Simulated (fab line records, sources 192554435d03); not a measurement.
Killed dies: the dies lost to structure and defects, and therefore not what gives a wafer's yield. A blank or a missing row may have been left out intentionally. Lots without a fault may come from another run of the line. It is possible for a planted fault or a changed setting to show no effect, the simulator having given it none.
fab line records	flow n5Finfet	part 1 of 2: steps 1 to 24 of 32
record lots=5	wafers=15	lastDay=16
route steps=1938 shown BEOL_M8@1387 BEOL_M9@1401
lots untouched by any fault: they come from a run of this same line in which no faults occurred
startH: start of the lot's first displayed wafer, in hours after the record's first day	waitH: time in hours since the lot's previous step	" identical to the entry in the row above	L1.1+2: one row covering several wafers at once	- value missing, or start not given	* or withheld: withheld	< > ~ a bound
route shown NAME@n: NAME is a module with steps in the file, n the number in the route of the first one	usual: mean/standard deviation taken from wafers without a fault	same: alike in all rows	chamber/n: place in a boat	sites: each site's reading	_std_site: standard deviation of those values	_edge_site: outer sites' mean less inner sites'	radiusMm: how far each site lies from the wafer's centre	mask NAME#n: copy n	behind: tool/chamber where the wafer was last shaped	hold: why the lot was held/for how many hours/how that ended	device: the n, p or np transistor that did not switch	end of line: the tests these same wafers got at the end of their route	where a step has no rows: the recipe by itself	killed: the dies lost at the first sort to structure and to defects; this is not the yield of the wafer	map: a wafer's dies, marking killed ones x, the rest . and places with no die _
set.NAME: setting as actually run; set.NAME@STEP: the setting as run at that earlier step	model.NAME: the simulator's own value behind a step, which no gauge read
lots at some steps of the route; a table a step, a row a wafer
services: a tool's chamber out of use, with start hour (startH, from the record's first day; less than 0 if before it), hours out, and reason
## steps
# step N5_BEOL_M8_DEGAS_44
# recipe ambient=vacuum	tempC=250	timeS=60
# usual heaterPowerW=343/35
lot.wafer	tool	chamber	startH	waitH	heaterPowerW
L076.1	pvdSputter-03	-	223.55	1.6	313
L076.2	"	-	"	"	314
L076.4	"	-	"	"	389
L078.2	pvdSputter-01	-	227.92	3.3	306
L078.3	"	-	"	"	376
L078.6	"	-	"	"	366
L084.3	pvdSputter-01	-	283.74	0.3	295
L084.4	"	-	"	"	374
L084.5	"	-	"	"	379
L087.4	pvdSputter-01	-	293.18	0.3	326
L087.5	"	-	"	"	374
L087.6	"	-	"	"	386
L091.4	pvdSputter-02	-	301.18	0.3	329
L091.5	"	-	"	"	290
L091.6	"	-	"	"	281
# step N5_BEOL_M8_PRE_CLEAN_45
# recipe gas=H2/He	timeS=30	tempC=250
# usual heaterPowerW=345/36
lot.wafer	tool	chamber	startH	waitH	heaterPowerW
L076.1	pvdSputter-03	-	223.59	0.0	313
L076.2	"	-	"	"	316
L076.4	"	-	"	"	399
L078.2	pvdSputter-01	-	227.96	0.0	309
L078.3	"	-	"	"	376
L078.6	"	-	"	"	379
L084.3	pvdSputter-01	-	283.78	0.0	301
L084.4	"	-	"	"	368
L084.5	"	-	"	"	401
L087.4	pvdSputter-01	-	293.22	0.0	332
L087.5	"	-	"	"	372
L087.6	"	-	"	"	392
L091.4	pvdSputter-02	-	301.22	0.0	335
L091.5	"	-	"	"	301
L091.6	"	-	"	"	292
# step N5_BEOL_M8_ALD_77
# recipe material=TaN	targetThkA=20	tempC=275	aldPrecursorFamily=PDMAT	aldCoReactant=NH3	pressureTorr=3	carrierFlowSccm=1500	pulseTimeS=2	purgeTimeS=3	coReactantPurgeTimeS=2	coReactantPulseTimeS=3	aldCycles=40	precursorVesselTempC=75	precursorVesselPressureTorr=26.25	precursorVesselCarrierSccm=1000
# usual heaterPowerOuterW=234/27	heaterPowerW=424/50
lot.wafer	tool	chamber	startH	waitH	heaterPowerOuterW	heaterPowerW
L076.1	aldMetal-03	0	223.67	0.1	232	411
L076.2	"	3	"	"	270	495
L076.4	"	2	"	"	194	363
L078.2	aldMetal-03	1	228.02	0.0	255	396
L078.3	"	3	"	"	271	476
L078.6	"	2	"	"	198	377
L084.3	aldMetal-03	2	284.07	0.3	197	374
L084.4	"	1	"	"	253	401
L084.5	"	3	"	"	274	478
L087.4	aldMetal-03	3	293.41	0.2	274	485
L087.5	"	0	"	"	234	426
L087.6	"	2	"	"	202	364
L091.4	aldMetal-01	0	301.28	0.0	209	380
L091.5	"	2	"	"	252	426
L091.6	"	3	"	"	202	347
# step N5_BEOL_M8_SURFACE_TREAT_79
# recipe gas=Ar	timeS=*	ionEnergyEv=*	ionCurrentMaCm2=0.5	pressureMtorr=*	arFlowSccm=30
# usual throttleValvePct=*
lot.wafer	tool	chamber	startH	waitH	throttleValvePct
L076.1	pvdSputter-03	-	223.97	0.2	*
L076.2	"	-	"	"	*
L076.4	"	-	"	"	*
L078.2	pvdSputter-02	-	228.30	0.2	*
L078.3	"	-	"	"	*
L078.6	"	-	"	"	*
L084.3	pvdSputter-01	-	284.62	0.4	*
L084.4	"	-	"	"	*
L084.5	"	-	"	"	*
L087.4	pvdSputter-02	-	293.87	0.3	*
L087.5	"	-	"	"	*
L087.6	"	-	"	"	*
L091.4	pvdSputter-03	-	301.62	0.2	*
L091.5	"	-	"	"	*
L091.6	"	-	"	"	*
# step N5_BEOL_M8_CVD_78
# recipe material=Co	targetThkA=20	tempC=withheld	precursor=CCTBA/H2	pressureTorr=30	timeS=142.3
lot.wafer	tool	chamber	startH	waitH
L076.1+2+4	cvdCo-02	1,0,1	224.04	0.0
L078.2+3+6	cvdCo-01	1,0,1	228.48	0.2
L084.3+4+5	cvdCo-01	1,2,1	284.68	0.0
L087.4+5+6	cvdCo-02	2,1,0	294.38	0.5
L091.4+5+6	cvdCo-02	2,0,1	301.73	0.1
# step N5_BEOL_M8_SPUTTER_48
# recipe material=Cu	targetThkA=100	tempC=-20	biasV=60	powerW=26000	chamberPressurePa=0.13	timeS=1.667
# usual chuckSensorTempC=-15.8/0.34	throttleValvePct=30.2/0.95
lot.wafer	tool	chamber	startH	waitH	chuckSensorTempC	throttleValvePct
L076.1	pvdSputter-01	-	224.16	0.1	-16.5	31.5
L076.2	"	-	"	"	-15.3	30.4
L076.4	"	-	"	"	-15.8	29.0
L078.2	pvdSputter-02	-	228.60	0.1	-15.8	31.2
L078.3	"	-	"	"	-15.4	29.5
L078.6	"	-	"	"	-15.3	29.5
L084.3	pvdSputter-01	-	284.84	0.1	-15.4	31.0
L084.4	"	-	"	"	-15.4	30.2
L084.5	"	-	"	"	-15.6	31.0
L087.4	pvdSputter-03	-	294.45	0.0	-15.9	30.5
L087.5	"	-	"	"	-16.0	31.1
L087.6	"	-	"	"	-15.8	30.4
L091.4	pvdSputter-03	-	301.82	0.0	-16.1	28.5
L091.5	"	-	"	"	-15.9	30.1
L091.6	"	-	"	"	-15.7	31.0
# step N5_BEOL_M8_ECD_50
# recipe material=Cu	targetThkA=3000
lot.wafer	tool	chamber	startH	waitH
L076.1+2+4	ecdCu-01	1,0,0	224.35	0.1
L078.2+3+6	ecdCu-02	0,0,1	228.72	0.1
L084.3+4+5	ecdCu-01	1,0,1	284.98	0.1
L087.4+5+6	ecdCu-02	1,0,1	294.59	0.1
L091.4+5+6	ecdCu-01	1,0,1	301.96	0.1
# step N5_BEOL_M8_ANNEAL_51
# recipe tempC=225	timeS=90	ambient=N2
# usual annealTempC=225.00/0.15	wafer_temp_C_max=226.1/0.58
lot.wafer	tool	chamber	startH	waitH	annealTempC	wafer_temp_C_max
L076.1	rtpAnneal-02	0	224.45	0.1	225.04	227.0
L076.2	"	0	"	"	224.90	227.4
L076.4	"	0	"	"	224.93	227.0
L078.2	rtpAnneal-01	0	228.86	0.1	225.01	225.7
L078.3	"	0	"	"	225.23	225.8
L078.6	"	0	"	"	225.23	225.6
L084.3	rtpAnneal-02	0	285.14	0.1	225.12	227.1
L084.4	"	0	"	"	224.92	226.5
L084.5	"	0	"	"	224.99	226.8
L087.4	rtpAnneal-01	0	295.48	0.9	225.09	225.8
L087.5	"	0	"	"	225.06	225.7
L087.6	"	0	"	"	225.06	225.8
L091.4	rtpAnneal-02	0	302.17	0.2	224.81	226.9
L091.5	"	0	"	"	224.83	227.4
L091.6	"	0	"	"	224.88	226.7
# step N5_BEOL_M8_CMP_52
# recipe stopOn=SiCOH_lowk	tOverpolishS=6.9	downForcePsi=1	platenRpm=50	clearingPlatenDownForcePsi=1.5	clearingPlatenRpm=50	postCmpClean=cuAlkaline	targetThkNm=80	clearingPlatenPadVelocityMS=0.99484	padVelocityMS=0.99484
# usual barrierFieldEndpointS=28.8/0.67	motorCurrentA=6.3/0.69	overpolishRunS=6.901/0.0087	padLifeWafers=926/530	timeToEndpointS=62.0/2.6
lot.wafer	tool	chamber	startH	waitH	barrierFieldEndpointS	motorCurrentA	overpolishRunS	padLifeWafers	timeToEndpointS
L076.4	cmp-01	2	224.83	0.2	29.3	6.4	6.915	1674	62.6
L076.2	"	3	"	"	27.8	6.8	6.899	1675	60.2
L076.1	"	0	"	"	28.5	8.1	6.900	1676	62.1
L078.3	cmp-02	3	229.11	0.2	27.5	5.7	6.894	906	60.5
L078.2	"	1	"	"	27.0	6.6	6.922	908	59.1
L078.6	"	3	"	"	27.9	5.6	6.904	-	59.7
L084.3	cmp-02	0	285.34	0.2	28.7	4.9	6.901	1326	58.8
L084.4	"	1	"	"	29.4	6.3	6.910	1327	61.6
L084.5	"	0	"	"	29.1	5.3	6.899	-	59.4
L087.4	cmp-01	2	295.65	0.1	30.2	6.4	6.900	30	62.4
L087.5	"	2	"	"	29.2	6.5	6.893	-	64.5
L087.6	"	3	"	"	29.2	7.0	6.919	-	60.7
L091.4	cmp-01	2	302.41	0.2	28.4	6.5	6.922	116	60.5
L091.6	"	0	"	"	27.9	7.6	6.902	-	61.3
L091.5	"	1	"	"	29.9	5.5	6.895	-	66.1
# step N5_BEOL_M8_THK_MEAS_53
# recipe thkMeasGauge=xrf	reads=Cu_of_BEOL_M8_ECD_50
# usual M8_THK=80.3/1.4
lot.wafer	tool	chamber	startH	waitH	M8_THK[nm]
L076.1	filmMetro-02	-	225.13	-	81.0
L076.2	"	-	"	"	81.2
L076.4	"	-	"	"	82.9
L078.2	filmMetro-01	-	229.41	-	77.2
L078.3	"	-	"	"	79.4
L078.6	"	-	"	"	77.9
L084.3	filmMetro-02	-	285.64	-	83.8
L084.4	"	-	"	"	81.0
L084.5	"	-	"	"	81.1
L087.4	filmMetro-01	-	295.94	-	81.3
L087.5	"	-	"	"	79.2
L087.6	"	-	"	"	77.4
L091.4	filmMetro-02	-	302.63	-	81.9
L091.5	"	-	"	"	82.5
L091.6	"	-	"	"	80.3
# step N5_BEOL_M8_PRE_CLEAN_55
# recipe gas=NH3	timeS=15	tempC=withheld	rfPowerW=300
# usual rfFwdPowerW=294.9/1.8
lot.wafer	tool	chamber	startH	waitH	rfFwdPowerW
L076.1	pecvd-02	0	225.16	0.0	291.1
L076.2	"	2	"	"	290.4
L076.4	"	0	"	"	291.7
L078.2	pecvd-03	2	229.44	0.0	295.0
L078.3	"	1	"	"	297.9
L078.6	"	2	"	"	297.0
L084.3	pecvd-04	0	285.68	0.0	296.1
L084.4	"	2	"	"	295.1
L084.5	"	0	"	"	297.2
L087.4	pecvd-04	0	295.99	0.0	295.5
L087.5	"	1	"	"	295.4
L087.6	"	2	"	"	296.2
L091.4	pecvd-02	2	302.67	0.0	292.9
L091.5	"	1	"	"	293.6
L091.6	"	0	"	"	293.2
# step N5_BEOL_M8_DEP_56
# recipe material=SiCN	targetThkA=100	tempC=withheld	precursor=3MS/NH3	pressureTorr=3	rfW=202	timeS=17.5
# usual rfFwdPowerW=199.5/0.91	showerheadPlenumPTorr=3.671/0.015	throttleValvePct=8.9/0.52
lot.wafer	tool	chamber	startH	waitH	rfFwdPowerW	showerheadPlenumPTorr	throttleValvePct
L076.1	pecvd-02	0	225.19	0.0	197.8	3.638	10.1
L076.2	"	2	"	"	197.4	3.672	8.2
L076.4	"	0	"	"	197.7	3.640	9.9
L078.2	pecvd-03	2	229.47	0.0	199.8	3.672	8.7
L078.3	"	1	"	"	200.1	3.689	8.9
L078.6	"	2	"	"	199.8	3.681	8.7
L084.3	pecvd-04	0	285.70	0.0	200.4	3.681	8.6
L084.4	"	2	"	"	200.8	3.662	8.5
L084.5	"	0	"	"	199.6	3.681	8.8
L087.4	pecvd-04	0	296.02	0.0	199.3	3.681	9.0
L087.5	"	1	"	"	200.2	3.667	8.3
L087.6	"	2	"	"	199.4	3.663	8.8
L091.4	pecvd-02	2	302.71	0.0	198.7	3.686	8.4
L091.5	"	1	"	"	198.5	3.656	9.5
L091.6	"	0	"	"	199.6	3.645	10.0
# step N5_BEOL_M8_RS_MEAS_57
# recipe thkMeasGauge=four-point-probe	reads=Cu_of_BEOL_M8_ECD_50+Co_of_BEOL_M8_CVD_78+TaN_of_BEOL_M8_ALD_77
# usual M8_RS=0.288/0.0056
lot.wafer	tool	chamber	startH	waitH	M8_RS[ohm/sq]
L076.1	filmMetro-01	-	225.26	0.1	0.289
L076.2	"	-	"	"	0.288
L076.4	"	-	"	"	0.281
L078.2	filmMetro-02	-	229.54	0.1	0.299
L078.3	"	-	"	"	0.291
L078.6	"	-	"	"	0.296
L084.3	filmMetro-01	-	285.77	0.1	0.278
L084.4	"	-	"	"	0.291
L084.5	"	-	"	"	0.290
L087.4	filmMetro-01	-	296.07	0.0	0.279
L087.5	"	-	"	"	0.288
L087.6	"	-	"	"	0.295
L091.4	filmMetro-02	-	302.76	0.0	0.283
L091.5	"	-	"	"	0.281
L091.6	"	-	"	"	0.288
# step N5_BEOL_M8_INSPECT_58
# recipe inspectInstrument=darkfield	mode=postDep
# usual rawDefectCount=68/22
lot.wafer	tool	chamber	startH	waitH	rawDefectCount
L076.1	defectInspect-02	-	225.28	0.0	126
L076.2	"	-	"	"	87
L076.4	"	-	"	"	52
L078.2	defectInspect-01	-	229.57	0.0	84
L078.3	"	-	"	"	55
L078.6	"	-	"	"	60
L084.3	defectInspect-02	-	285.80	0.0	61
L084.4	"	-	"	"	61
L084.5	"	-	"	"	65
L087.4	defectInspect-01	-	296.10	0.0	61
L087.5	"	-	"	"	83
L087.6	"	-	"	"	98
L091.4	defectInspect-01	-	302.78	0.0	44
L091.5	"	-	"	"	63
L091.6	"	-	"	"	54
# step N5_BEOL_M9_ILD_DEP_00
# recipe material=SiCOH_lowk	targetThkA=3085.1	tempC=300	precursor=DEMS/porogen	pressureTorr=5	rfW=500	timeS=58
# usual heaterPowerOuterW=144/38	heaterPowerW=313/55	rfFwdPowerW=495.9/1.9	showerheadPlenumPTorr=5.745/0.016	throttleValvePct=13.8/0.79
lot.wafer	tool	chamber	startH	waitH	heaterPowerOuterW	heaterPowerW	rfFwdPowerW	showerheadPlenumPTorr	throttleValvePct
L076.1	pecvd-03	0	225.32	0.0	125	282	499.1	5.772	13.2
L076.2	"	2	"	"	218	404	496.6	5.758	13.3
L076.4	"	2	"	"	219	410	496.1	5.756	13.3
L078.2	pecvd-02	0	229.60	0.0	230	442	494.4	5.724	14.7
L078.3	"	2	"	"	80	187	494.6	5.742	12.5
L078.6	"	0	"	"	169	356	496.5	5.698	15.2
L084.3	pecvd-03	0	285.83	0.0	140	300	496.4	5.754	13.3
L084.4	"	1	"	"	117	299	499.2	5.755	13.6
L084.5	"	0	"	"	148	314	495.7	5.750	13.4
L087.4	pecvd-01	2	296.22	0.1	120	311	495.5	5.743	13.5
L087.5	"	2	"	"	126	322	492.7	5.750	13.3
L087.6	"	2	"	"	128	322	495.5	5.743	13.5
L091.4	pecvd-03	0	302.85	0.1	140	296	498.0	5.756	13.1
L091.5	"	1	"	"	131	332	496.8	5.759	13.8
L091.6	"	2	"	"	217	398	494.9	5.747	13.3
# step N5_BEOL_M9_CURE_71
# recipe tempC=385	timeS=240	ambient=He/Ar	material=SiCOH_lowk
# usual lampPowerPct=52.30/0.056	wafer_temp_C_max=386.7/0.53
lot.wafer	tool	chamber	startH	waitH	lampPowerPct	wafer_temp_C_max
L076.1	uvCure-02	0	225.40	0.0	52.42	386.5
L076.2	"	0	"	"	52.36	386.4
L076.4	"	0	"	"	52.28	387.5
L078.2	uvCure-01	0	229.76	0.1	52.29	385.8
L078.3	"	0	"	"	52.32	385.8
L078.6	"	0	"	"	52.26	386.1
L084.3	uvCure-03	1	286.07	0.2	52.29	386.4
L084.4	"	1	"	"	52.28	387.1
L084.5	"	1	"	"	52.35	386.5
L087.4	uvCure-02	2	296.57	0.3	52.29	386.7
L087.5	"	2	"	"	52.32	387.6
L087.6	"	2	"	"	52.24	386.2
L091.4	uvCure-02	0	303.14	0.3	52.47	386.9
L091.5	"	0	"	"	52.26	387.6
L091.6	"	0	"	"	52.18	386.0
# step N5_BEOL_M9_THK_MEAS_01
# recipe reads=SiCOH_lowk_of_BEOL_M9_ILD_DEP_00
# usual M9_ILD_THK=268/3.2
lot.wafer	tool	chamber	startH	waitH	M9_ILD_THK[nm]
L076.1	filmMetro-01	-	225.91	0.4	264
L076.2	"	-	"	"	265
L076.4	"	-	"	"	273
L078.2	filmMetro-01	-	230.19	0.4	264
L078.3	"	-	"	"	266
L078.6	"	-	"	"	268
L084.3	filmMetro-01	-	286.42	0.3	268
L084.4	"	-	"	"	271
L084.5	"	-	"	"	273
L087.4	filmMetro-01	-	296.84	0.2	269
L087.5	"	-	"	"	274
L087.6	"	-	"	"	270
L091.4	filmMetro-01	-	303.41	0.2	268
L091.5	"	-	"	"	269
L091.6	"	-	"	"	271
# step N5_BEOL_M9_PECVD_70
# recipe material=SiO2	targetThkA=200	tempC=400	precursor=TEOS/O2	pressureTorr=5.5	rfW=450	teosFlowSccm=53.8	gas=O2	flowSccm=3000	timeS=22.7
# usual heaterPowerOuterW=421/77	heaterPowerW=713/110	rfFwdPowerW=443.9/2.3	showerheadPlenumPTorr=8.79/0.068	throttleValvePct=22.6/1.4
lot.wafer	tool	chamber	startH	waitH	heaterPowerOuterW	heaterPowerW	rfFwdPowerW	showerheadPlenumPTorr	throttleValvePct
L076.1	pecvd-03	2	225.95	0.0	544	857	444.5	8.81	21.2
L076.2	"	1	"	"	425	742	447.8	8.83	22.3
L076.4	"	0	"	"	423	708	444.4	8.89	20.9
L078.2	pecvd-02	1	230.23	0.0	387	682	445.5	8.75	23.8
L078.3	"	0	"	"	599	986	441.6	8.64	24.6
L078.6	"	1	"	"	385	665	444.3	8.74	23.8
L084.3	pecvd-01	0	286.46	0.0	397	723	446.8	8.81	23.7
L084.4	"	1	"	"	398	643	440.7	8.79	22.0
L084.5	"	0	"	"	398	716	446.1	8.80	23.5
L087.4	pecvd-02	1	296.90	0.1	415	695	444.8	8.73	24.1
L087.5	"	2	"	"	364	583	442.4	8.80	20.8
L087.6	"	0	"	"	570	914	442.6	8.65	24.8
L091.4	pecvd-03	2	303.52	0.1	567	903	443.7	8.84	21.5
L091.5	"	0	"	"	436	695	443.6	8.88	21.1
L091.6	"	1	"	"	307	596	446.3	8.85	22.1
# step N5_BEOL_M9_HM_DEP_02
# recipe material=TiN	targetThkA=200	tempC=25	chamberPressurePa=0.49996
# usual throttleValvePct=30.2/0.95
lot.wafer	tool	chamber	startH	waitH	throttleValvePct
L076.1	pvdSputter-01	-	228.20	2.2	30.5
L076.2	"	-	"	"	31.6
L076.4	"	-	"	"	31.3
L078.2	pvdSputter-01	-	230.94	0.7	31.7
L078.3	"	-	"	"	30.0
L078.6	"	-	"	"	31.6
L084.3	pvdSputter-03	-	288.19	1.7	30.7
L084.4	"	-	"	"	31.0
L084.5	"	-	"	"	30.8
L087.4	pvdSputter-01	-	297.06	0.1	30.5
L087.5	"	-	"	"	30.9
L087.6	"	-	"	"	31.7
L091.4	pvdSputter-02	-	303.71	0.2	31.4
L091.5	"	-	"	"	29.9
L091.6	"	-	"	"	31.1
# step N5_BEOL_M9_COAT_59
# recipe resist=SOC	tempC=250	timeS=60	spinRpm=1500	resistThkNm=100
# usual dispensePressureKPa=48/3.5
lot.wafer	tool	chamber	startH	waitH	dispensePressureKPa
L076.1	lithoTrack-01	0	228.32	0.1	45
L076.2	"	0	"	"	45
L076.4	"	0	"	"	45
L078.2	lithoTrack-04	0	231.06	0.1	47
L078.3	"	0	"	"	47
L078.6	"	0	"	"	47
L084.3	lithoTrack-02	0	288.31	0.1	55
L084.4	"	0	"	"	55
L084.5	"	0	"	"	55
L087.4	lithoTrack-04	0	297.19	0.1	47
L087.5	"	0	"	"	47
L087.6	"	0	"	"	47
L091.4	lithoTrack-02	0	303.84	0.1	55
L091.5	"	0	"	"	55
L091.6	"	0	"	"	55
# step N5_BEOL_M9_COAT_60
# recipe resist=SiARC	tempC=220	timeS=60	spinRpm=1500	resistThkNm=30
# usual dispensePressureKPa=48/3.5
lot.wafer	tool	chamber	startH	waitH	dispensePressureKPa
L076.1	lithoTrack-01	0	-	-	45
L076.2	"	0	"	"	45
L076.4	"	0	"	"	45
L078.2	lithoTrack-04	0	-	-	47
L078.3	"	0	"	"	47
L078.6	"	0	"	"	47
L084.3	lithoTrack-02	0	-	-	55
L084.4	"	0	"	"	55
L084.5	"	0	"	"	55
L087.4	lithoTrack-04	0	-	-	47
L087.5	"	0	"	"	47
L087.6	"	0	"	"	47
L091.4	lithoTrack-02	0	-	-	55
L091.5	"	0	"	"	55
L091.6	"	0	"	"	55
# step N5_BEOL_M9_COAT_05
# recipe resist=CAR-ArF	spinRpm=1500	resistThkNm=90
# usual dispensePressureKPa=48/3.5
lot.wafer	tool	chamber	startH	waitH	dispensePressureKPa
L076.1	lithoTrack-01	0	-	-	45
L076.2	"	0	"	"	45
L076.4	"	0	"	"	45
L078.2	lithoTrack-04	0	-	-	47
L078.3	"	0	"	"	47
L078.6	"	0	"	"	47
L084.3	lithoTrack-02	0	-	-	55
L084.4	"	0	"	"	55
L084.5	"	0	"	"	55
L087.4	lithoTrack-04	0	-	-	47
L087.5	"	0	"	"	47
L087.6	"	0	"	"	47
L091.4	lithoTrack-02	0	-	-	55
L091.5	"	0	"	"	55
L091.6	"	0	"	"	55
# step N5_BEOL_M9_EBR_07
# recipe solvent=PGMEA	ebrWidthMm=1.5
lot.wafer	tool	chamber	startH	waitH
L076.1+2+4	lithoTrack-01	0	-	-
L078.2+3+6	lithoTrack-04	0	-	-
L084.3+4+5	lithoTrack-02	0	-	-
L087.4+5+6	lithoTrack-04	0	-	-
L091.4+5+6	lithoTrack-02	0	-	-
# step N5_BEOL_M9_SOFTBAKE_06
# recipe tempC=110	timeS=60	resist=CAR-ArF
lot.wafer	tool	chamber	startH	waitH
L076.1+2+4	lithoTrack-01	0	-	-
L078.2+3+6	lithoTrack-04	0	-	-
L084.3+4+5	lithoTrack-02	0	-	-
L087.4+5+6	lithoTrack-04	0	-	-
L091.4+5+6	lithoTrack-02	0	-	-
